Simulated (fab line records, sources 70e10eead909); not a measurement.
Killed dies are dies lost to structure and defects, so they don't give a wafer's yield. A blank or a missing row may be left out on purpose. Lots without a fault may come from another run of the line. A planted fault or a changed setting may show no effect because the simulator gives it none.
Which tool did it? | flow nand_harc | 12 lots, 36 wafers sampled, at 5 steps of a route of 1302

WHAT THE GAUGES READ, wafer by wafer
NHARC_END_SORT_01. Usual: killed_at_array 53, standard deviation 18; killed_at_other 1.0, standard deviation 1.2; killed_at_periphery 3.6, standard deviation 2.4; killed_dies 58, standard deviation 18; killed_open 3.4, standard deviation 1.8; killed_short 2.3, standard deviation 1.5.
lot  | measured     | on        | killed_at_array | killed_at_other | killed_at_periphery | killed_dies | killed_open | killed_short | flag
L596 | day 29 12:34 | prober-02 | 64 66 58        | 4 3 1           | 1 3 0               | 69 72 59    | 3 1 5       | 3 4 2        |
L601 | day 31 20:47 | prober-02 | 62 66 85        | 0 0 0           | 6 2 2               | 68 68 87    | 5 2 4       | 2 5 4        |
L606 | day 34 12:29 | prober-01 | 47 64 57        | 0 0 0           | 3 0 5               | 50 64 62    | 1 3 7       | 1 1 1        |

WHICH TOOL RAN EACH LOT (tool, then ch and the chambers of the sampled wafers, then the start)
lot  | NHARC_P_GATE_STRIP_95                | NHARC_P_CONTACT_SOFTBAKE_07       | NHARC_P_CONTACT_DESCUM_17          | NHARC_P_CONTACT_ETCH_35
L584 | plasma_asher-01 ch 0,1, day 6 03:25  | litho_track-01 ch 0, day 6 06:00  | rie_diel-09 ch 0,2,3, day 6 06:57  | rie_diel-09 ch 0,2, day 6 07:02
L587 | plasma_asher-02 ch 0,1, day 7 12:22  | litho_track-06 ch 0, day 7 15:00  | rie_diel-09 ch 0,1,2, day 7 15:57  | rie_diel-09 ch 0,1,2, day 7 16:03
L589 | plasma_asher-02 ch 0,1, day 8 05:19  | litho_track-01 ch 0, day 8 08:00  | rie_diel-09 ch 2,3, day 8 08:56    | rie_diel-09 ch 0,3, day 8 09:01
L590 | plasma_asher-01 ch 0,1, day 8 10:13  | litho_track-01 ch 0, day 8 13:00  | rie_diel-08 ch 0,3, day 8 13:53    | rie_diel-08 ch 0,2,3, day 8 13:59
L591 | plasma_asher-02 ch 0,1, day 9 00:15  | litho_track-06 ch 0, day 9 03:00  | rie_diel-11 ch 1,2,3, day 9 03:52  | rie_diel-11 ch 0,2,3, day 9 03:57
L592 | plasma_asher-01 ch 0,1, day 9 08:11  | litho_track-01 ch 0, day 9 11:00  | rie_diel-08 ch 2,3, day 9 11:47    | rie_diel-08 ch 0,2, day 9 11:54
L594 | plasma_asher-01 ch 0,1, day 10 08:28 | litho_track-04 ch 0, day 10 11:00 | rie_diel-09 ch 2,3, day 10 12:05   | rie_diel-09 ch 0,1,3, day 10 12:11
L596 | plasma_asher-02 ch 0,1, day 10 22:13 | litho_track-01 ch 0, day 11 01:00 | rie_diel-09 ch 0,2,3, day 11 02:24 | rie_diel-09 ch 0,1,2, day 11 02:29
L601 | plasma_asher-01 ch 0, day 13 01:13   | litho_track-04 ch 0, day 13 04:00 | rie_diel-11 ch 0,1, day 13 04:51   | rie_diel-11 ch 0,3, day 13 04:56
L602 | plasma_asher-01 ch 0,1, day 13 14:43 | litho_track-06 ch 0, day 13 17:00 | rie_diel-09 ch 0,2,3, day 13 18:19 | rie_diel-09 ch 0,3, day 13 18:24
L603 | plasma_asher-01 ch 0,1, day 14 06:53 | litho_track-06 ch 0, day 14 09:00 | rie_diel-08 ch 0,1,2, day 14 10:37 | rie_diel-08 ch 0,1,3, day 14 10:42
L606 | plasma_asher-02 ch 0,1, day 15 13:24 | litho_track-01 ch 0, day 15 16:00 | rie_diel-09 ch 0,2,3, day 15 16:51 | rie_diel-09 ch 0,3, day 15 16:56
- NHARC_P_GATE_STRIP_95: strips in O2.
- NHARC_P_CONTACT_SOFTBAKE_07: time 55 s.
- NHARC_P_CONTACT_DESCUM_17: chemistry O2, time 3 s.
- NHARC_P_CONTACT_ETCH_35: etches the open film in CF4, target depth 39 nm, time 65 s.

WHAT THE TOOLS THEMSELVES READ (means of the sampled wafers that have a number; where no wafer has one, the mark that the record gives instead)
NHARC_P_GATE_STRIP_95. Usual: drypump_motor_current_A 6.0 A, standard deviation 0.4; heater_power_w 314 W, standard deviation 22.
lot  | tool            | drypump_motor_current_A (A) | heater_power_w (W) | flag
L584 | plasma_asher-01 | 6.0                         | 299                |
L587 | plasma_asher-02 | 5.8                         | 328                |
L589 | plasma_asher-02 | 5.8                         | 327                |
L590 | plasma_asher-01 | 6.2                         | 319                |
L591 | plasma_asher-02 | 5.8                         | 329                |
L592 | plasma_asher-01 | 6.0                         | 302                |
L594 | plasma_asher-01 | 6.2                         | 319                |
L596 | plasma_asher-02 | 6.0                         | 313                |
L601 | plasma_asher-01 | 6.5                         | 337                |
L602 | plasma_asher-01 | 6.0                         | 305                |
L603 | plasma_asher-01 | 5.9                         | 302                |
L606 | plasma_asher-02 | 5.8                         | 323                |

NHARC_P_CONTACT_SOFTBAKE_07. Usual: chill_plate_temp_C 23.02 C, standard deviation 0.095; heater_power_total_W 188.45 W, standard deviation 0.14.
lot  | tool           | chill_plate_temp_C (C) | heater_power_total_W (W) | flag
L584 | litho_track-01 | 22.96                  | 188.44                   |
L587 | litho_track-06 | 22.98                  | 188.50                   |
L589 | litho_track-01 | 22.94                  | 188.33                   |
L590 | litho_track-01 | 23.18                  | 188.39                   |
L591 | litho_track-06 | 23.03                  | 188.44                   |
L592 | litho_track-01 | 22.94                  | 188.49                   |
L594 | litho_track-04 | 22.99                  | 188.51                   |
L596 | litho_track-01 | 22.99                  | 188.63                   |
L601 | litho_track-04 | 22.99                  | 188.48                   |
L602 | litho_track-06 | 23.11                  | 233.46                   | OFF
L603 | litho_track-06 | 23.11                  | 233.26                   | OFF
L606 | litho_track-01 | 22.88                  | 188.43                   |

NHARC_P_CONTACT_DESCUM_17. Usual: drypump_motor_current_A 5.8 A, standard deviation 0.4; oes_product_au 0.998 a.u., standard deviation 0.0085; rf_vpp_V 57.8 V, standard deviation 0.9; showerhead_plenum_p_Torr 1.92 Torr, standard deviation 0.071; throttle_valve_pct 11.311 %, standard deviation 0.0097.
lot  | tool        | drypump_motor_current_A (A) | oes_product_au (a.u.) | rf_vpp_V (V) | showerhead_plenum_p_Torr (Torr) | throttle_valve_pct (%) | flag
L584 | rie_diel-09 | 5.9                         | 0.995                 | 58.2         | 1.89                            | 11.319                 |
L587 | rie_diel-09 | 5.9                         | 0.994                 | 58.4         | 1.88                            | 11.318                 |
L589 | rie_diel-09 | 5.9                         | 0.994                 | 57.8         | 1.86                            | 11.310                 |
L590 | rie_diel-08 | 5.5                         | 1.000                 | 58.4         | 1.94                            | 11.318                 |
L591 | rie_diel-11 | 5.7                         | 0.998                 | 58.9         | 1.97                            | 11.309                 |
L592 | rie_diel-08 | 5.8                         | 1.000                 | 58.3         | 1.97                            | 11.318                 |
L594 | rie_diel-09 | 6.0                         | 0.999                 | 57.0         | 1.86                            | 11.315                 |
L596 | rie_diel-09 | 5.9                         | 0.993                 | 57.8         | 1.89                            | 11.312                 |
L601 | rie_diel-11 | 6.0                         | 0.995                 | 58.6         | 1.96                            | 11.315                 |
L602 | rie_diel-09 | 5.9                         | 0.998                 | 58.0         | 1.88                            | 11.312                 |
L603 | rie_diel-08 | 6.0                         | 1.006                 | 58.3         | 1.95                            | 11.312                 |
L606 | rie_diel-09 | 5.9                         | 1.002                 | 56.4         | 1.88                            | 11.303                 |

NHARC_P_CONTACT_ETCH_35. Usual: drypump_motor_current_A 5.8 A, standard deviation 0.41; oes_product_au 0.999 a.u., standard deviation 0.0086; rf_vpp_V 151.3 V, standard deviation 1.1; showerhead_plenum_p_Torr 1.77 Torr, standard deviation 0.062; throttle_valve_pct 13.283 %, standard deviation 0.0093.
lot  | tool        | drypump_motor_current_A (A) | oes_product_au (a.u.) | rf_vpp_V (V) | showerhead_plenum_p_Torr (Torr) | throttle_valve_pct (%) | flag
L584 | rie_diel-09 | 5.8                         | 0.995                 | 150.4        | 1.74                            | 13.291                 |
L587 | rie_diel-09 | 5.9                         | 0.996                 | 150.9        | 1.74                            | 13.280                 |
L589 | rie_diel-09 | 5.9                         | 0.998                 | 151.1        | 1.77                            | 13.281                 |
L590 | rie_diel-08 | 5.7                         | 1.010                 | 151.8        | 1.80                            | 13.273                 |
L591 | rie_diel-11 | 5.5                         | 1.002                 | 151.4        | 1.79                            | 13.291                 |
L592 | rie_diel-08 | 6.0                         | 1.006                 | 152.3        | 1.86                            | 13.286                 |
L594 | rie_diel-09 | 6.0                         | 0.989                 | 150.2        | 1.75                            | 13.280                 |
L596 | rie_diel-09 | 5.9                         | 0.994                 | 151.7        | 1.74                            | 13.289                 |
L601 | rie_diel-11 | 5.7                         | 1.002                 | 150.5        | 1.74                            | 13.289                 |
L602 | rie_diel-09 | 6.0                         | 0.995                 | 150.7        | 1.75                            | 13.282                 |
L603 | rie_diel-08 | 5.6                         | 0.995                 | 150.9        | 1.75                            | 13.286                 |
L606 | rie_diel-09 | 6.1                         | 1.007                 | 150.2        | 1.75                            | 13.284                 |

THE ANSWER, worked out from the rows above alone
Rule: a lot is off if the mean of its wafers that have a number lies more than 3 standard deviations from the usual mean. A lot without any number at a reading at which 4 lots or more have one is off too. The other lots that the step has rows for count as sound. The gauges are gone through in route order, then the tools' own readings, and for those a lot's mean is taken as printed above. The first step at which some lot is off is used, and at that step the reading that is off furthest; a lot without a number counts as furthest.
Off: L602, L603, at NHARC_P_CONTACT_SOFTBAKE_07 (heater_power_total_W).
A tool fits if, at that step or a process step before it, it ran every lot that is off, and no sound lot after the first of them. Can't be told from this: 2 tools fit, plasma_asher-01 at NHARC_P_GATE_STRIP_95, litho_track-06 at NHARC_P_CONTACT_SOFTBAKE_07.

WHAT THE SIMULATOR HAD PUT IN
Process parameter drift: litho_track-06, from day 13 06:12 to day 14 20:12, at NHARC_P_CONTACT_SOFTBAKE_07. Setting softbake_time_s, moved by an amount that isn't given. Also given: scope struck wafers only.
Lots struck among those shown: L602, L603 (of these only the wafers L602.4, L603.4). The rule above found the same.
